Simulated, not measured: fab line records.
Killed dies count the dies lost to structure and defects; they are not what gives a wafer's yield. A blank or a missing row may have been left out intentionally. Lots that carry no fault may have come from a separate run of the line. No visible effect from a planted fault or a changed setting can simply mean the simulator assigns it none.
fab line records	flow n5-finfet
record: lots: 13	wafers: 38	last-day: 17
route steps=1938 shown BEOL_M6@1261 BEOL_M7@1265 PASSIVATION@1936
lots that met no fault: taken from a fault-free run of the same line
start-h: hours from the record's first day to the start of the lot's first wafer shown	wait-h: hours elapsed since this lot's preceding step	" same as the row above	L1.1+2: several wafers, shown together as one row	- value missing, or start not given	* or withheld: withheld	< > ~ a bound
route shown NAME@n: names a module that has steps shown in the file, with the first one's number in the route	usual: mean/standard deviation taken from wafers without a fault	same: alike in all rows	chamber/n: place in a boat	sites: each site's reading	_std_site: standard deviation across them	_edge_site: outer sites' mean less inner sites'	radius-mm: how far each site lies from the wafer's centre	mask NAME#n: copy n	behind: the last tool/chamber to shape the wafer	hold: what put the lot on hold/how long, in hours/how the hold closed	device: transistor that didn't switch, given as n, p or np	end of line: at the end of the route, the tests of the same wafers	where a step has no rows: the recipe by itself	killed: dies that structure and defects cost at the first sort, which is not the same as the wafer's yield	map: dies across one wafer; x = killed, . = not, _ = none there
set.NAME: the setting as run; set.NAME@STEP: as run at that earlier step	model.NAME: the simulator's own value behind a step, which no gauge read
a sample of lots followed through the steps of the route, with each step as a table and each wafer as a row
services: when a tool's chamber went out of use (start-h, in hours from the record's first day, below 0 if earlier), for how many hours, and the reason
== steps ==
step: N5_BEOL_M6_RS_MEAS_57
recipe: thk-meas-gauge: four-point-probe	reads: Cu_of_BEOL_M6_ECD_50+Co_of_BEOL_M6_CVD_78+TaN_of_BEOL_M6_ALD_77
usual: M6_RS: 0.288/0.0077
lot.wafer	tool	chamber	start-h	wait-h	M6_RS[ohm/sq]
L834.4	film-metro-02	-	175.81	0.0	0.286
L834.5	"	-	"	"	0.278
L834.6	"	-	"	"	0.286
L835.2	film-metro-01	-	193.02	0.1	0.296
L835.3	"	-	"	"	0.275
L835.4	"	-	"	"	0.285
L837.2	film-metro-01	-	196.73	0.1	0.305
L837.4	"	-	"	"	0.301
L837.5	"	-	"	"	0.305
L839.2	film-metro-01	-	216.12	0.1	0.278
L839.3	"	-	"	"	0.299
L839.5	"	-	"	"	0.292
L841.2	film-metro-02	-	222.73	0.1	0.294
L841.3	"	-	"	"	0.293
L841.5	"	-	"	"	0.290
L842.1	film-metro-01	-	239.08	0.1	0.298
L842.4	"	-	"	"	0.293
L842.6	"	-	"	"	0.299
L845.2	film-metro-01	-	246.28	0.1	0.280
L845.5	"	-	"	"	0.276
L845.6	"	-	"	"	0.293
L846.1	film-metro-02	-	266.83	0.1	0.287
L846.3	"	-	"	"	0.304
L846.4	"	-	"	"	0.297
L854.1	film-metro-01	-	298.12	0.1	0.284
L854.2	"	-	"	"	0.282
L854.6	"	-	"	"	0.282
L851.1	film-metro-02	-	310.17	0.1	0.283
L851.4	"	-	"	"	0.290
L851.5	"	-	"	"	0.282
L855.1	film-metro-01	-	318.92	0.1	0.278
L855.5	"	-	"	"	0.291
L856.1	film-metro-01	-	327.77	0.1	0.288
L856.2	"	-	"	"	0.281
L856.6	"	-	"	"	0.283
L857.1	film-metro-01	-	342.13	0.1	0.279
L857.3	"	-	"	"	0.276
L857.5	"	-	"	"	0.276
step: N5_BEOL_M6_INSPECT_58
recipe: inspect-instrument: darkfield	mode: post-dep
usual: raw-defect-count: 77/28
lot.wafer	tool	chamber	start-h	wait-h	raw-defect-count
L834.4	defect-inspect-01	-	175.83	0.0	86
L834.5	"	-	"	"	111
L834.6	"	-	"	"	68
L835.2	defect-inspect-02	-	193.04	0.0	59
L835.3	"	-	"	"	41
L835.4	"	-	"	"	63
L837.2	defect-inspect-02	-	196.75	0.0	53
L837.4	"	-	"	"	81
L837.5	"	-	"	"	48
L839.2	defect-inspect-01	-	216.15	0.0	56
L839.3	"	-	"	"	30
L839.5	"	-	"	"	53
L841.2	defect-inspect-01	-	222.76	0.0	122
L841.3	"	-	"	"	45
L841.5	"	-	"	"	82
L842.1	defect-inspect-01	-	239.10	0.0	137
L842.4	"	-	"	"	121
L842.6	"	-	"	"	141
L845.2	defect-inspect-02	-	246.31	0.0	114
L845.5	"	-	"	"	52
L845.6	"	-	"	"	55
L846.1	defect-inspect-02	-	266.86	0.0	76
L846.3	"	-	"	"	88
L846.4	"	-	"	"	125
L854.1	defect-inspect-02	-	298.14	0.0	37
L854.2	"	-	"	"	60
L854.6	"	-	"	"	71
L851.1	defect-inspect-02	-	310.19	0.0	49
L851.4	"	-	"	"	97
L851.5	"	-	"	"	63
L855.1	defect-inspect-01	-	318.95	0.0	74
L855.5	"	-	"	"	105
L856.1	defect-inspect-01	-	327.79	0.0	84
L856.2	"	-	"	"	62
L856.6	"	-	"	"	126
L857.1	defect-inspect-01	-	342.16	0.0	80
L857.3	"	-	"	"	123
L857.5	"	-	"	"	94
step: N5_BEOL_M7_THK_MEAS_01
recipe: reads: SiCOH_lowk_of_BEOL_M7_ILD_DEP_00
usual: M7_ILD_THK: 155.1/2.3
lot.wafer	tool	chamber	start-h	wait-h	M7_ILD_THK[nm]
L834.4	film-metro-02	-	176.45	0.2	155.8
L834.5	"	-	"	"	155.2
L834.6	"	-	"	"	156.5
L835.2	film-metro-01	-	193.66	0.4	150.8
L835.3	"	-	"	"	152.5
L835.4	"	-	"	"	153.5
L837.2	film-metro-02	-	197.37	0.4	155.2
L837.4	"	-	"	"	158.7
L837.5	"	-	"	"	159.7
L839.2	film-metro-02	-	216.77	0.4	152.7
L839.3	"	-	"	"	151.6
L839.5	"	-	"	"	157.6
L841.2	film-metro-01	-	223.86	0.7	153.1
L841.3	"	-	"	"	151.2
L841.5	"	-	"	"	153.9
L842.1	film-metro-02	-	239.72	0.4	151.0
L842.4	"	-	"	"	152.7
L842.6	"	-	"	"	153.7
L845.2	film-metro-01	-	246.92	0.4	150.9
L845.5	"	-	"	"	154.6
L845.6	"	-	"	"	154.5
L846.1	film-metro-01	-	267.47	0.4	153.4
L846.3	"	-	"	"	155.1
L846.4	"	-	"	"	155.1
L854.1	film-metro-01	-	298.78	0.4	154.9
L854.2	"	-	"	"	153.3
L854.6	"	-	"	"	156.9
L851.1	film-metro-02	-	310.81	0.4	155.2
L851.4	"	-	"	"	159.4
L851.5	"	-	"	"	156.7
L855.1	film-metro-02	-	319.60	0.4	152.4
L855.5	"	-	"	"	154.7
L856.1	film-metro-02	-	328.93	0.8	150.0
L856.2	"	-	"	"	150.4
L856.6	"	-	"	"	153.7
L857.1	film-metro-02	-	343.25	0.8	152.9
L857.3	"	-	"	"	152.3
L857.5	"	-	"	"	157.9
step: N5_BEOL_M7_COAT_59
recipe: resist: SOC	temp-c: 250	time-s: 60	spin-rpm: 1500	resist-thk-nm: 100
usual: spin-speed-rpm: 1500.0/1.1
same: time-s: 60
lot.wafer	tool	chamber	start-h	wait-h	spin-speed-rpm
L834.4	litho-track-04	0	177.01	0.1	1499.7
L834.5	"	0	"	"	1499.5
L834.6	"	0	"	"	1499.9
L835.2	litho-track-04	0	193.97	0.1	1500.5
L835.3	"	0	"	"	1499.8
L835.4	"	0	"	"	1499.5
L837.2	litho-track-03	0	199.31	0.1	1500.4
L837.4	"	0	"	"	1501.6
L837.5	"	0	"	"	1500.6
L839.2	litho-track-03	0	217.69	0.1	1500.2
L839.3	"	0	"	"	1501.4
L839.5	"	0	"	"	1498.8
L841.2	litho-track-03	0	225.69	0.1	1499.8
L841.3	"	0	"	"	1498.6
L841.5	"	0	"	"	1500.0
L842.1	litho-track-03	0	241.58	0.1	1501.4
L842.4	"	0	"	"	1499.9
L842.6	"	0	"	"	1499.8
L845.2	litho-track-03	0	247.96	0.1	1616.3
L845.5	"	0	"	"	1616.8
L845.6	"	0	"	"	1614.0
L846.1	litho-track-03	0	268.95	0.1	1616.4
L846.3	"	0	"	"	1616.1
L846.4	"	0	"	"	1615.5
L854.1	litho-track-02	0	300.53	0.1	1499.4
L854.2	"	0	"	"	1501.6
L854.6	"	0	"	"	1501.2
L851.1	litho-track-04	0	311.44	0.1	1499.2
L851.4	"	0	"	"	1499.9
L851.5	"	0	"	"	1500.9
L855.1	litho-track-02	0	320.65	0.1	1500.1
L855.5	"	0	"	"	1498.1
L856.1	litho-track-02	0	332.41	0.1	1500.1
L856.2	"	0	"	"	1499.9
L856.6	"	0	"	"	1498.4
L857.1	litho-track-03	0	344.19	0.1	1500.0
L857.3	"	0	"	"	1501.7
L857.5	"	0	"	"	1501.2
step: N5_PASSIVATION_PROBE_49
usual: defect-limited-yield: 91.5/1.6	killed_at_M0_to_M3: 33/10	killed_at_M4_up: 13/5.6	killed-at-contacts: 13/6	killed-at-front-end: 39/12	killed-at-other: 3.0/2.8	killed-dies: 101/19	killed-open: 65/13	killed-short: 32/8.3	sort_bin_4_leakage: 0.00/0.0072	sort_bin_5_function: 5.0/1	sort_bin_6_memory: 3.1/0.69	sort-n-pass: 1079/19	sort-yield-pct: 91.5/1.6
same: gross-dies: 1180	killed-at-back-side: 0	sort_bin_8_speed[%]: 0
lot.wafer	tool	chamber	start-h	wait-h	defect-limited-yield[%]	killed_at_M0_to_M3	killed_at_M4_up	killed-at-contacts	killed-at-front-end	killed-at-other	killed-dies	killed-open	killed-short	sort_bin_4_leakage[%]	sort_bin_5_function[%]	sort_bin_6_memory[%]	sort-n-pass	sort-yield-pct[%]
L837.2	prober-01	-	270.50	0.2	91.1	32	12	17	37	7	105	74	25	0	4.9	3.5	1075	91.1
L837.4	prober-01	-	270.60	0.3	92.9	30	7	13	23	11	84	55	27	0	3.6	3.2	1096	92.9
L837.5	prober-01	-	270.65	0.3	92.8	21	12	9	37	6	85	58	22	0	4.2	2.6	1095	92.8
L839.2	prober-01	-	308.35	0.1	94.2	25	9	8	27	0	69	50	16	0	3.1	2.8	1111	94.2
L839.3	prober-01	-	308.40	0.1	90.3	42	10	16	44	3	115	81	32	0	5.3	3.9	1065	90.3
L839.5	prober-01	-	308.50	0.2	91.7	41	16	10	29	2	98	55	41	0	5.1	3.1	1082	91.7
L845.2	prober-02	-	338.43	0.1	91.3	32	14	5	51	1	103	52	38	0	3.6	3.9	1077	91.3
L845.5	prober-02	-	338.58	0.2	90.8	46	15	6	39	3	109	64	38	0	5.0	3.2	1071	90.8
L845.6	prober-02	-	338.63	0.3	90.9	22	23	5	54	3	107	72	27	0	4.7	3.7	1073	90.9
L856.1	prober-02	-	414.82	0.0	92.3	26	11	8	39	7	91	54	34	0	4.7	2.5	1089	92.3
L856.2	prober-02	-	414.87	0.1	91.1	33	15	6	44	7	105	69	33	0	6.2	2.2	1075	91.1
L856.6	prober-02	-	415.07	0.3	91.9	37	18	8	31	1	95	52	41	0	5.3	2.5	1085	91.9
killed by level:class
L837.2 FIN_SAQP:geometric-particle:open=16 MOL_CONTACT_COAG:geometric-particle:open=13 FIN_SAQP:geometric-particle:short=10 BEOL_M2:geometric-particle:open=9 BEOL_M1:geometric-particle:open=6 DUMMY_GATE:geometric-particle:open=5 BEOL_M3:geometric-particle:open=5 MOL_CONTACT_COAG:geometric-particle:short=4
L837.4 MOL_CONTACT_COAG:geometric-particle:open=9 FIN_SAQP:geometric-particle:open=6 BEOL_M3:geometric-particle:open=6 BEOL_M0_SAQP:geometric-particle:open=5 BEOL_M3:geometric-particle:short=5 PASS1_DEP:geometric-particle:open=5 BEOL_M1:geometric-particle:open=4 BEOL_M5:geometric-particle:open=4
L837.5 FIN_SAQP:geometric-particle:open=12 BEOL_M3:geometric-particle:open=10 MOL_CONTACT_COAG:geometric-particle:open=8 FIN_SAQP:geometric-particle:short=5 BEOL_M2:geometric-particle:open=5 DUMMY_GATE:geometric-particle:open=4 STARTING-WAFER:geometric-particle:open=3 STI_FIN_REVEAL:geometric-particle:short=2
L839.2 FIN_SAQP:geometric-particle:open=11 MOL_CONTACT_COAG:geometric-particle:open=8 BEOL_M2:geometric-particle:open=8 FIN_SAQP:geometric-particle:short=6 BEOL_M0_SAQP:geometric-particle:open=6 STI_FIN_REVEAL:geometric-particle:open=5 BEOL_M4:geometric-particle:open=4 BEOL_M2:geometric-particle:short=3
L839.3 MOL_CONTACT_COAG:geometric-particle:open=13 FIN_SAQP:geometric-particle:open=12 BEOL_M2:geometric-particle:open=8 BEOL_M1:geometric-particle:open=8 BEOL_M0_SAQP:geometric-particle:short=6 BEOL_M3:geometric-particle:open=6 FIN_SAQP:geometric-particle:short=5 STI_FIN_REVEAL:geometric-particle:open=5
L839.5 FIN_SAQP:geometric-particle:short=11 FIN_SAQP:geometric-particle:open=7 BEOL_M0_SAQP:geometric-particle:short=7 BEOL_M2:geometric-particle:open=7 MOL_CONTACT_COAG:geometric-particle:open=6 BEOL_M0_SAQP:geometric-particle:open=6 BEOL_M0:geometric-particle:open=6 BEOL_M1:geometric-particle:open=5
L845.2 HKMG_FIN:area-etch=11 FIN_SAQP:geometric-particle:short=9 FIN_SAQP:geometric-particle:open=7 BEOL_M0_SAQP:geometric-particle:open=7 BEOL_M0_SAQP:geometric-particle:short=7 BEOL_M1:geometric-particle:open=7 STI_FIN_REVEAL:geometric-particle:open=6 BEOL_M2:geometric-particle:open=6
L845.5 BEOL_M0_SAQP:geometric-particle:open=9 BEOL_M3:geometric-particle:open=8 BEOL_M4:geometric-particle:open=8 BEOL_M2:geometric-particle:open=7 HKMG_FIN:area-etch=6 BEOL_M1:geometric-particle:short=5 STI_FIN_REVEAL:geometric-particle:open=5 DUMMY_GATE:geometric-particle:open=5
L845.6 STI_FIN_REVEAL:geometric-particle:open=13 BEOL_M2:geometric-particle:open=10 BEOL_M4:geometric-particle:open=9 FIN_SAQP:geometric-particle:open=6 DUMMY_GATE:geometric-particle:open=6 MOL_CONTACT_COAG:geometric-particle:open=5 BEOL_M2:geometric-particle:short=5 HKMG_FIN:area-etch=5
L856.1 STI_FIN_REVEAL:geometric-particle:open=11 FIN_SAQP:geometric-particle:short=6 BEOL_M3:geometric-particle:open=6 STI_FIN_REVEAL:geometric-particle:short=5 MOL_CONTACT_COAG:geometric-particle:open=5 BEOL_M0_SAQP:geometric-particle:short=5 BEOL_M1:geometric-particle:open=5 FIN_SAQP:geometric-particle:open=4
L856.2 FIN_SAQP:geometric-particle:short=10 DUMMY_GATE:geometric-particle:open=10 STI_FIN_REVEAL:geometric-particle:open=9 BEOL_M0:geometric-particle:open=5 BEOL_M2:geometric-particle:open=5 BEOL_M4:geometric-particle:open=5 MOL_CONTACT_COAG:geometric-particle:open=4 BEOL_M0_SAQP:geometric-particle:short=4
L856.6 BEOL_M0_SAQP:geometric-particle:open=11 BEOL_M0_SAQP:geometric-particle:short=11 FIN_SAQP:geometric-particle:short=8 MOL_CONTACT_COAG:geometric-particle:open=8 STI_FIN_REVEAL:geometric-particle:open=7 BEOL_M5:geometric-particle:short=6 BEOL_M3:geometric-particle:open=4 BEOL_M8:geometric-particle:open=4
== services ==
tool	chamber	start-h	hours	kind
litho-track-02	-	193.05	-	consumable-replace:filter
litho-track-03	-	279.98	-	consumable-replace:filter
== key ==
first-sign: step: N5_BEOL_M7_COAT_59	reading: spin-speed-rpm	direction: up	sigmas: 99+	usual: *	struck: *
effect none on later readings
met-at N5_BEOL_M7_COAT_59
struck-lots L845,L846
baseline-loss: step: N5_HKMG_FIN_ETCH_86	wafers: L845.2
not-acting-at N5_BEOL_M6_RS_MEAS_57,N5_BEOL_M6_INSPECT_58,N5_BEOL_M7_THK_MEAS_01
onset-between 241.58 247.96
fault: kind: process-parameter-drift	tool: litho-track-03	chamber: -	onset-h: 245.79	steps: N5_BEOL_M7_COAT_59	channel: spin-rpm	offset: *	shape: step	end-h: 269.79	acts-in: *	stated: *
baseline-loss: these wafers lose ten dies or more at that step, a loss of the line's own and not of a fault; the sort's usual values leave them out
